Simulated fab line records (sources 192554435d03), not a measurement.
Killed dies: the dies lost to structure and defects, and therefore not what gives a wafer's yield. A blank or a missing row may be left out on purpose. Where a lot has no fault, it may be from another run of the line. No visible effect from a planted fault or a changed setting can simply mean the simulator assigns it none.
fab line records    flow n5-finfet
record lots=7  wafers=21
route steps=1938 shown BEOL_M2@870 BEOL_M3@957 BEOL_M5@1123
start-h: hours from the record's opening day to when the first of the lot's shown wafers began    wait-h: hours elapsed since this lot's preceding step    " unchanged from the row above    L1.1+2: a single row standing in for several wafers    - either no value or no given start    * or withheld: withheld    < > ~ a bound
route shown NAME@n: a module of which the file shows steps, and the number in the route of the first    usual: mean/standard deviation of fault-free wafers    same: alike in all rows    chamber/n: place in a boat    sites: readings site by site    _std_site: how widely they spread, as a standard deviation    _edge_site: outer sites' mean less inner sites'    radius-mm: how far each site lies from the wafer's centre    mask NAME#n: copy n    behind: the most recent tool/chamber to have shaped the wafer    hold: reason for holding the lot/hours on hold/outcome of the hold    device: names the non-switching transistor (n, p or np)    end of line: tests run on the same wafers once the route is complete    a step given without rows: its recipe and nothing more    killed: count of dies lost to structure and defects at first sort (not the wafer's yield)    map: shows each die of a wafer: x if killed, . if not, _ if none is there
set.NAME: setting as actually run; set.NAME@STEP: the setting as run at that earlier step    model.NAME: the simulator's own value behind a step, which no gauge read
lots with deliberately changed settings; one table per step, one row per wafer
## steps
# step N5_BEOL_M2_COAT_22
# recipe resist=CAR-EUV  spin-rpm=1500  resist-thk-nm=30
lot.wafer   tool            chamber  start-h  wait-h  set.spin-rpm  model.CAR-EUV_of_BEOL_M2_COAT_22.thk-nm
L074.1+4    litho-track-02  0        -        -       1500          30.2
L074.2      "               0        "        "       1333          31.8
L075.3+4+5  litho-track-05  0        -        -       1500          30.2
L076.1      litho-track-05  0        -        -       1500          30.2
L076.4      "               0        "        "       1563          29.4
L076.5      "               0        "        "       1500          30
L077.1+6    litho-track-02  0        -        -       1500          29.8
L077.3      "               0        "        "       1500          30
L080.4+5    litho-track-05  0        -        -       1604          29.2
L080.6      "               0        "        "       1500          30
L083.1      litho-track-05  0        -        -       1650          28.8
L083.2      "               0        "        "       1500          30
L083.6      "               0        "        "       1500          30.2
L090.4+5    litho-track-05  0        -        -       1664          28.4
L090.6      "               0        "        "       1500          29.8
# step N5_BEOL_M2_EBR_24
# recipe solvent=PGMEA  ebr-width-mm=1.5
# step N5_BEOL_M2_SOFTBAKE_23
# recipe temp-c=110  time-s=60  resist=CAR-EUV
# step N5_BEOL_M2_EXPOSE_25
# recipe mask-id=V1  na=0.33  source-shape=quasar  sigma-inner=0.2  sigma-outer=0.8  polarization=unpolarized  defocus-nm=5  dose-mj=63
# step N5_BEOL_M2_PEB_26
# recipe peb-temp-c=100  peb-time-s=60  resist=CAR-EUV
# step N5_BEOL_M2_DEVELOP_27
# recipe develop-time-s=30  developer=TMAH  resist=CAR-EUV  rinse-liquid=surfactant-rinse  dry=air-spin  dev-temp-c=23
lot.wafer  tool            chamber  start-h  wait-h  set.spin-rpm@BEOL_M2_COAT_22  model.CAR-EUV_of_BEOL_M2_COAT_22.thk-nm
L074.1+4   litho-track-02  0        -        -       1500                          29.6
L074.2     "               0        "        "       1333                          31.4
L075.3+4   litho-track-04  0        -        -       1500                          29.6
L075.5     "               0        "        "       1500                          29.8
L076.1     litho-track-05  0        -        -       1500                          29.8
L076.4     "               0        "        "       1563                          29
L076.5     "               0        "        "       1500                          29.6
L077.1+6   litho-track-02  0        -        -       1500                          29.4
L077.3     "               0        "        "       1500                          29.6
L080.4+5   litho-track-05  0        -        -       1604                          28.8
L080.6     "               0        "        "       1500                          29.6
L083.1     litho-track-04  0        -        -       1650                          28.2
L083.2     "               0        "        "       1500                          29.6
L083.6     "               0        "        "       1500                          29.8
L090.4+5   litho-track-05  0        -        -       1664                          28
L090.6     "               0        "        "       1500                          29.4
# step N5_BEOL_M2_ALD_98
# recipe material=SiO2  target-thk-a=25  temp-c=100  ald-precursor-family=BDEAS  ald-co-reactant=O2-plasma  pulse-time-s=1  co-reactant-pulse-time-s=1  purge-time-s=2  co-reactant-purge-time-s=2  ald-cycles=17  pressure-torr=2
# step N5_BEOL_M2_ETCHBACK_99
# recipe chemistry=CHF3  target=SiO2  target-depth-a=50  time-s=10.4  source-w=215  bias-w=47  Ar_flow_sccm=200  CHF3_flow_sccm=12  ion-energy-ev=100  pressure-mtorr=30
# step N5_BEOL_M2_ETCH_70
# recipe chemistry=N2/H2  target=SOC  target-depth-a=800  overetch-a=240  mask-material=SiARC  temp-c=40  time-s=130  ion-energy-ev=200  pressure-mtorr=30  source-w=840  bias-w=150  n2-flow-sccm=200  h2-flow-sccm=200
lot.wafer  tool         chamber  start-h  wait-h  set.spin-rpm@BEOL_M2_COAT_67  model.etch.depth-nm
L074.1     rie-diel-05  0        138.04   0.0     1575                          58.4
L074.2+4   "            1,3      "        "       1500                          59.76
L075.3     rie-diel-01  0        145.25   0.0     1608                          58.04
L075.4     "            2        "        "       1608                          57.95
L075.5     "            3        "        "       1500                          60.14
L076.1     rie-diel-05  3        148.23   0.0     1500                          60.27
L076.4     "            2        "        "       1500                          60.22
L076.5     "            0        "        "       1500                          60.33
L077.1     rie-diel-02  0        158.97   0.0     1500                          59.92
L077.3     "            3        "        "       1500                          59.87
L077.6     "            3        "        "       1500                          59.89
L080.4     rie-diel-05  1        183.18   0.0     1385                          62.28
L080.5     "            3        "        "       1500                          59.66
L080.6     "            0        "        "       1385                          62.17
L083.1     rie-diel-05  1        184.05   0.0     1500                          60.09
L083.2     "            0        "        "       1500                          60.19
L083.6     "            3        "        "       1500                          60.31
L090.4     rie-diel-02  3        228.95   0.0     1500                          59.96
L090.5     "            0        "        "       1425                          61.53
L090.6     "            1        "        "       1425                          61.45
# step N5_BEOL_M2_STRIP_71
# recipe chemistry=N2/H2  temp-c=40  n2-flow-sccm=200  h2-flow-sccm=200  rf-frequency-hz=6e+07
# step N5_BEOL_M2_STRIP_78
# recipe chemistry=N2/H2  temp-c=40  n2-flow-sccm=200  h2-flow-sccm=200  rf-frequency-hz=6e+07
# step N5_BEOL_M2_VIA_ETCH_34
# recipe chemistry=C4F6/O2  target-depth-a=694  mask-material=SOC  pressure-mtorr=15  ion-energy-ev=250  taper-deg=4  time-s=65.9  source-w=350  bias-w=170  Ar_flow_sccm=300  C4F6_flow_sccm=10  O2_flow_sccm=10
lot.wafer  tool         chamber  start-h  wait-h  set.spin-rpm@BEOL_M2_COAT_67  model.SOC_of_BEOL_M2_COAT_67.thk-nm
L074.1     rie-diel-05  0        138.15   0.0     1575                          50.2
L074.2     "            1        "        "       1500                          51.8
L074.4     "            3        "        "       1500                          51.6
L075.3+4   rie-diel-01  0,2      145.36   0.0     1608                          49.8
L075.5     "            3        "        "       1500                          51.6
L076.1     rie-diel-05  3        148.34   0.0     1500                          52.2
L076.4+5   "            2,0      "        "       1500                          52
L077.1     rie-diel-02  0        159.08   0.0     1500                          51.6
L077.3+6   "            3        "        "       1500                          51.8
L080.4     rie-diel-05  1        183.27   0.0     1385                          54.2
L080.5     "            3        "        "       1500                          51.6
L080.6     "            0        "        "       1385                          54
L083.1     rie-diel-05  1        184.15   0.0     1500                          52
L083.2     "            0        "        "       1500                          51.8
L083.6     "            3        "        "       1500                          52.4
L090.4     rie-diel-02  3        229.06   0.0     1500                          51.8
L090.5     "            0        "        "       1425                          53.2
L090.6     "            1        "        "       1425                          53.4
# step N5_BEOL_M3_COAT_67
# recipe resist=SOC  temp-c=250  time-s=60  spin-rpm=1500  resist-thk-nm=60
lot.wafer  tool            chamber  start-h  wait-h  set.spin-rpm  model.SOC_of_BEOL_M3_COAT_67.thk-nm
L074.1     litho-track-03  0        143.84   0.0     1500          59.8
L074.2     "               0        "        "       1500          60
L074.4     "               0        "        "       1669          56.8
L075.3     litho-track-03  0        152.67   0.0     1500          60
L075.4+5   "               0        "        "       1640          57.4
L076.1     litho-track-02  0        155.60   0.0     1500          59.8
L076.4     "               0        "        "       1430          61.2
L076.5     "               0        "        "       1430          61.4
L077.1     litho-track-03  0        165.44   0.0     1500          60
L077.3+6   "               0        "        "       1500          59.8
L080.4     litho-track-03  0        189.31   0.0     1342          63.2
L080.5     "               0        "        "       1342          63.4
L080.6     "               0        "        "       1500          59.8
L083.1+6   litho-track-01  0        191.41   0.0     1628          57.2
L083.2     "               0        "        "       1500          59.8
L090.4+5   litho-track-01  0        234.74   0.0     1500          59.8
L090.6     "               0        "        "       1500          60
# step N5_BEOL_M3_COAT_22
# recipe resist=CAR-EUV  spin-rpm=1500  resist-thk-nm=30
lot.wafer  tool            chamber  start-h  wait-h  set.spin-rpm  model.CAR-EUV_of_BEOL_M3_COAT_22.thk-nm
L074.1     litho-track-03  0        -        -       1500          30.2
L074.2     "               0        "        "       1402          31
L074.4     "               0        "        "       1500          30
L075.3     litho-track-03  0        -        -       1455          30.4
L075.4     "               0        "        "       1500          30
L075.5     "               0        "        "       1500          30.2
L076.1     litho-track-02  0        -        -       1500          30
L076.4+5   "               0        "        "       1421          30.8
L077.1+3   litho-track-03  0        -        -       1500          30.2
L077.6     "               0        "        "       1500          30
L080.4+6   litho-track-03  0        -        -       1607          29
L080.5     "               0        "        "       1500          30
L083.1+2   litho-track-01  0        -        -       1348          31.6
L083.6     "               0        "        "       1500          29.8
L090.4+6   litho-track-01  0        -        -       1500          30.2
L090.5     "               0        "        "       1500          30
# step N5_BEOL_M3_EBR_24
# recipe solvent=PGMEA  ebr-width-mm=1.5
# step N5_BEOL_M3_SOFTBAKE_23
# recipe temp-c=110  time-s=60  resist=CAR-EUV
# step N5_BEOL_M3_EXPOSE_25
# recipe mask-id=V2  na=0.33  source-shape=quasar  sigma-inner=0.2  sigma-outer=0.8  polarization=unpolarized  defocus-nm=5  dose-mj=63
# step N5_BEOL_M3_PEB_26
# recipe peb-temp-c=100  peb-time-s=60  resist=CAR-EUV
# step N5_BEOL_M3_DEVELOP_27
# recipe develop-time-s=30  developer=TMAH  resist=CAR-EUV  rinse-liquid=surfactant-rinse  dry=air-spin  dev-temp-c=23
lot.wafer   tool            chamber  start-h  wait-h  set.spin-rpm@BEOL_M3_COAT_22  model.CAR-EUV_of_BEOL_M3_COAT_22.thk-nm
L074.1      litho-track-03  0        -        -       1500                          29.8
L074.2      "               0        "        "       1402                          30.6
L074.4      "               0        "        "       1500                          29.6
L075.3      litho-track-03  0        -        -       1455                          30
L075.4+5    "               0        "        "       1500                          29.6
L076.1      litho-track-01  0        -        -       1500                          29.6
L076.4      "               0        "        "       1421                          30.2
L076.5      "               0        "        "       1421                          30.4
L077.1+6    litho-track-03  0        -        -       1500                          29.6
L077.3      "               0        "        "       1500                          29.8
L080.4+6    litho-track-03  0        -        -       1607                          28.6
L080.5      "               0        "        "       1500                          29.6
L083.1+2    litho-track-02  0        -        -       1348                          31
L083.6      "               0        "        "       1500                          29.4
L090.4+5+6  litho-track-03  0        -        -       1500                          29.6
# step N5_BEOL_M3_ALD_98
# recipe material=SiO2  target-thk-a=25  temp-c=100  ald-precursor-family=BDEAS  ald-co-reactant=O2-plasma  pulse-time-s=1  co-reactant-pulse-time-s=1  purge-time-s=2  co-reactant-purge-time-s=2  ald-cycles=17  pressure-torr=2
# step N5_BEOL_M3_ETCHBACK_99
# recipe chemistry=CHF3  target=SiO2  target-depth-a=50  time-s=10.4  source-w=215  bias-w=47  Ar_flow_sccm=200  CHF3_flow_sccm=12  ion-energy-ev=100  pressure-mtorr=30
# step N5_BEOL_M3_ETCH_70
# recipe chemistry=N2/H2  target=SOC  target-depth-a=800  overetch-a=160  mask-material=SiARC  temp-c=40  time-s=120  ion-energy-ev=200  pressure-mtorr=30  source-w=840  bias-w=150  n2-flow-sccm=200  h2-flow-sccm=200
lot.wafer  tool         chamber  start-h  wait-h  set.spin-rpm@BEOL_M3_COAT_67  model.etch.depth-nm
L074.1     rie-diel-03  3        145.28   0.0     1500                          59.8
L074.2     "            2        "        "       1500                          59.91
L074.4     "            1        "        "       1669                          56.82
L075.3     rie-diel-03  3        153.76   0.0     1500                          60.07
L075.4     "            1        "        "       1640                          57.33
L075.5     "            2        "        "       1640                          57.44
L076.1     rie-diel-06  1        159.09   0.0     1500                          59.8
L076.4     "            2        "        "       1430                          61.2
L076.5     "            3        "        "       1430                          61.42
L077.1     rie-diel-03  3        169.90   0.0     1500                          59.91
L077.3     "            2        "        "       1500                          59.88
L077.6     "            1        "        "       1500                          59.89
L080.4     rie-diel-06  2        190.20   0.0     1342                          63.19
L080.5     "            1        "        "       1342                          63.34
L080.6     "            0        "        "       1500                          59.78
L083.1     rie-diel-06  3        193.35   0.0     1628                          57.24
L083.2     "            2        "        "       1500                          59.88
L083.6     "            3        "        "       1628                          57.28
L090.4     rie-diel-03  0        243.62   0.0     1500                          59.82
L090.5     "            3        "        "       1500                          59.78
L090.6     "            2        "        "       1500                          59.9
# step N5_BEOL_M3_STRIP_71
# recipe chemistry=N2/H2  temp-c=40  n2-flow-sccm=200  h2-flow-sccm=200  rf-frequency-hz=6e+07
# step N5_BEOL_M3_STRIP_78
# recipe chemistry=N2/H2  temp-c=40  n2-flow-sccm=200  h2-flow-sccm=200  rf-frequency-hz=6e+07
# step N5_BEOL_M3_VIA_ETCH_34
# recipe chemistry=C4F6/O2  target-depth-a=694  mask-material=SOC  pressure-mtorr=15  ion-energy-ev=250  taper-deg=4  time-s=65.9  source-w=350  bias-w=170  Ar_flow_sccm=300  C4F6_flow_sccm=10  O2_flow_sccm=10
lot.wafer  tool         chamber  start-h  wait-h  set.spin-rpm@BEOL_M3_COAT_67  model.SOC_of_BEOL_M3_COAT_67.thk-nm
L074.1     rie-diel-03  3        145.39   0.0     1500                          51.4
L074.2     "            2        "        "       1500                          51.8
L074.4     "            1        "        "       1669                          48.6
L075.3     rie-diel-03  2        153.94   0.0     1500                          52
L075.4+5   "            1        "        "       1640                          49.2
L076.1     rie-diel-06  1        159.19   0.0     1500                          52
L076.4     "            2        "        "       1430                          52.8
L076.5     "            3        "        "       1430                          53.4
L077.1     rie-diel-03  3        170.00   0.0     1500                          51.6
L077.3+6   "            2,1      "        "       1500                          51.8
L080.4     rie-diel-06  2        190.30   0.0     1342                          54.8
L080.5     "            1        "        "       1342                          55.6
L080.6     "            0        "        "       1500                          51.6
L083.1     rie-diel-06  3        193.45   0.0     1628                          49
L083.2     "            2        "        "       1500                          51.4
L083.6     "            3        "        "       1628                          49.2
L090.4     rie-diel-03  0        243.72   0.0     1500                          51.4
L090.5     "            3        "        "       1500                          51.6
L090.6     "            2        "        "       1500                          52
# step N5_BEOL_M5_EXPOSE_08
# recipe mask-id=M5  na=0.33  source-shape=annular  sigma-inner=0.4  sigma-outer=0.8  polarization=unpolarized  target-cd-nm=28  dose-mj=35.75
lot.wafer   tool            chamber  start-h  wait-h  mask  set.dose-mj
L074.1+2    euv-scanner-02  0        164.69   -       M5#0  35.75
L074.4      "               0        "        "       M5#0  34.47
L075.3      euv-scanner-02  0        171.63   -       M5#0  34.43
L075.4+5    "               0        "        "       M5#0  35.75
L076.1      euv-scanner-02  0        178.22   -       M5#0  35.75
L076.4+5    "               0        "        "       M5#0  33.63
L077.1+3+6  euv-scanner-01  0        188.36   -       M5#0  35.75
L080.4+5+6  euv-scanner-02  0        206.70   -       M5#0  35.04
L083.1+6    euv-scanner-01  0        214.73   -       M5#0  38.13
L083.2      "               0        "        "       M5#0  35.75
L090.4+6    euv-scanner-01  0        257.82   -       M5#0  35.75
L090.5      "               0        "        "       M5#0  37.34
# step N5_BEOL_M5_PEB_09
# recipe peb-temp-c=100  peb-time-s=60  resist=CAR-EUV
# step N5_BEOL_M5_DEVELOP_10
# recipe develop-time-s=30  developer=TMAH  resist=CAR-EUV  rinse-liquid=surfactant-rinse  dry=air-spin  dev-temp-c=23
# step N5_BEOL_M5_CD_MEAS_11
# recipe target-cd-nm=27.74  landing-energy-ev=500  detector=se-inlens
# usual cd-nm=27.99/0.25
lot.wafer  tool       chamber  start-h  wait-h  set.dose-mj@BEOL_M5_EXPOSE_08  cd-nm
L074.1     cd-sem-01  0        164.82   -       35.75                          27.94
L074.2     "          0        "        "       35.75                          28.04
L074.4     "          0        "        "       34.47                          27.21
L075.3     cd-sem-03  0        171.74   -       34.43                          27.51
L075.4     "          0        "        "       35.75                          27.64
L075.5     "          0        "        "       35.75                          28.31
L076.1     cd-sem-02  0        178.35   -       35.75                          27.68
L076.4     "          0        "        "       33.63                          26.08
L076.5     "          0        "        "       33.63                          26.17
L077.1     cd-sem-03  0        188.49   -       35.75                          28.16
L077.3     "          0        "        "       35.75                          28.07
L077.6     "          0        "        "       35.75                          27.93
L080.4     cd-sem-01  0        206.81   -       35.04                          27.65
L080.5     "          0        "        "       35.04                          27.72
L080.6     "          0        "        "       35.04                          27.72
L083.1     cd-sem-02  0        214.85   -       38.13                          29.84
L083.2     "          0        "        "       35.75                          28.27
L083.6     "          0        "        "       38.13                          29.23
L090.4     cd-sem-02  0        257.93   -       35.75                          27.94
L090.5     "          0        "        "       37.34                          29.16
L090.6     "          0        "        "       35.75                          27.67
# step N5_BEOL_M5_DESCUM_16
# recipe chemistry=O2  time-s=7  source-power-w=50  bias-power-w=20  pressure-mtorr=20  rf-frequency-hz=2.712e+07  temp-c=40  resist=CAR-EUV  o2-flow-sccm=225
lot.wafer  tool         chamber  start-h  wait-h  set.dose-mj@BEOL_M5_EXPOSE_08  model.BEOL_M5.cd-nm
L074.1     rie-diel-06  3        164.95   0.0     35.75                          28.2
L074.2     "            2        "        "       35.75                          28
L074.4     "            1        "        "       34.47                          27
L075.3     rie-diel-04  0        171.86   0.0     34.43                          27.2
L075.4+5   "            1,2      "        "       35.75                          28
L076.1     rie-diel-03  0        178.47   0.0     35.75                          27.8
L076.4+5   "            2,3      "        "       33.63                          26.4
L077.1     rie-diel-06  3        188.61   0.0     35.75                          27.8
L077.3+6   "            2,3      "        "       35.75                          28
L080.4+6   rie-diel-04  3,0      206.93   0.0     35.04                          27.6
L080.5     "            3        "        "       35.04                          27.8
L083.1     rie-diel-03  3        215.00   0.1     38.13                          29.4
L083.2     "            1        "        "       35.75                          28.4
L083.6     "            0        "        "       38.13                          29.6
L090.4     rie-diel-04  3        258.18   0.2     35.75                          28.2
L090.5     "            3        "        "       37.34                          29
L090.6     "            0        "        "       35.75                          27.6
# step N5_BEOL_M5_ETCH_72
# recipe chemistry=N2/H2  target=underlayer  target-depth-a=65  mask-material=CAR-EUV  time-s=5.2  ion-energy-ev=200  pressure-mtorr=30  source-w=840  bias-w=150  n2-flow-sccm=200  h2-flow-sccm=200  ends=cleared
lot.wafer   tool         chamber  start-h  wait-h  set.dose-mj@BEOL_M5_EXPOSE_08  model.BEOL_M5.cd-nm
L074.1      rie-diel-06  3        164.99   0.0     35.75                          28.4
L074.2      "            2        "        "       35.75                          28.2
L074.4      "            1        "        "       34.47                          27
L075.3      rie-diel-04  0        171.90   0.0     34.43                          27.2
L075.4      "            1        "        "       35.75                          28
L075.5      "            2        "        "       35.75                          28.2
L076.1      rie-diel-03  0        178.50   0.0     35.75                          27.8
L076.4      "            2        "        "       33.63                          26.4
L076.5      "            3        "        "       33.63                          26.6
L077.1+3+6  rie-diel-06  3,2,3    188.65   0.0     35.75                          28
L080.4+6    rie-diel-04  3,0      206.96   0.0     35.04                          27.6
L080.5      "            3        "        "       35.04                          27.8
L083.1+6    rie-diel-03  3,0      215.04   0.0     38.13                          29.6
L083.2      "            1        "        "       35.75                          28.4
L090.4      rie-diel-04  3        258.21   0.0     35.75                          28.2
L090.5      "            3        "        "       37.34                          29.2
L090.6      "            0        "        "       35.75                          27.6
# step N5_BEOL_M5_ETCH_61
# recipe chemistry=CF4  target=SiARC  target-depth-a=156  mask-material=CAR-EUV  time-s=26  ion-energy-ev=80  pressure-mtorr=40  source-w=545  bias-w=36  Ar_flow_sccm=100  cf4-flow-sccm=100  ends=cleared
lot.wafer   tool         chamber  start-h  wait-h  set.dose-mj@BEOL_M5_EXPOSE_08  model.BEOL_M5.cd-nm
L074.1      rie-diel-06  3        165.00   0.0     35.75                          28.6
L074.2      "            2        "        "       35.75                          28
L074.4      "            1        "        "       34.47                          26.8
L075.3      rie-diel-04  0        171.91   0.0     34.43                          27.2
L075.4      "            1        "        "       35.75                          28
L075.5      "            2        "        "       35.75                          28.2
L076.1      rie-diel-03  0        178.52   0.0     35.75                          27.8
L076.4+5    "            2,3      "        "       33.63                          26.4
L077.1+3+6  rie-diel-06  3,2,3    188.66   0.0     35.75                          28
L080.4+5    rie-diel-04  3        206.98   0.0     35.04                          27.8
L080.6      "            0        "        "       35.04                          27.6
L083.1+6    rie-diel-03  3,0      215.06   0.0     38.13                          29.4
L083.2      "            1        "        "       35.75                          28.4
L090.4      rie-diel-04  3        258.23   0.0     35.75                          28.4
L090.5      "            3        "        "       37.34                          29.4
L090.6      "            0        "        "       35.75                          27.6
## key
split step=N5_BEOL_M2_COAT_22  setting=spin-rpm  stated=1500  by=wafer
response step=N5_BEOL_M2_COAT_22  reading=model.CAR-EUV_of_BEOL_M2_COAT_22.thk-nm  change=-0.133  per=1%  r=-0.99
response step=N5_BEOL_M2_DEVELOP_27  reading=model.CAR-EUV_of_BEOL_M2_COAT_22.thk-nm  change=-0.144  per=1%  r=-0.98
split step=N5_BEOL_M3_COAT_67  setting=spin-rpm  stated=1500  by=wafer
response step=N5_BEOL_M3_COAT_67  reading=model.SOC_of_BEOL_M3_COAT_67.thk-nm  change=-0.298  per=1%  r=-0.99
response step=N5_BEOL_M3_ETCH_70  reading=model.etch.depth-nm  change=-0.299  per=1%  r=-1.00
response step=N5_BEOL_M3_VIA_ETCH_34  reading=model.SOC_of_BEOL_M3_COAT_67.thk-nm  change=-0.292  per=1%  r=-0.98
split step=N5_BEOL_M3_COAT_22  setting=spin-rpm  stated=1500  by=wafer
response step=N5_BEOL_M3_COAT_22  reading=model.CAR-EUV_of_BEOL_M3_COAT_22.thk-nm  change=-0.156  per=1%  r=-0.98
response step=N5_BEOL_M3_DEVELOP_27  reading=model.CAR-EUV_of_BEOL_M3_COAT_22.thk-nm  change=-0.146  per=1%  r=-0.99
split step=N5_BEOL_M5_EXPOSE_08  setting=dose-mj  stated=35.75  by=wafer
response step=N5_BEOL_M5_CD_MEAS_11  reading=cd-nm  change=+0.224  per=1%  r=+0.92
response step=N5_BEOL_M5_DESCUM_16  reading=model.BEOL_M5.cd-nm  change=+0.218  per=1%  r=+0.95
response step=N5_BEOL_M5_ETCH_72  reading=model.BEOL_M5.cd-nm  change=+0.234  per=1%  r=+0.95
response step=N5_BEOL_M5_ETCH_61  reading=model.BEOL_M5.cd-nm  change=+0.238  per=1%  r=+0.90
split outside-this-file step=N5_BEOL_M2_COAT_67 setting=spin-rpm
# split outside-this-file: this setting was split too, and the file shows its column; the key of that split is in another file
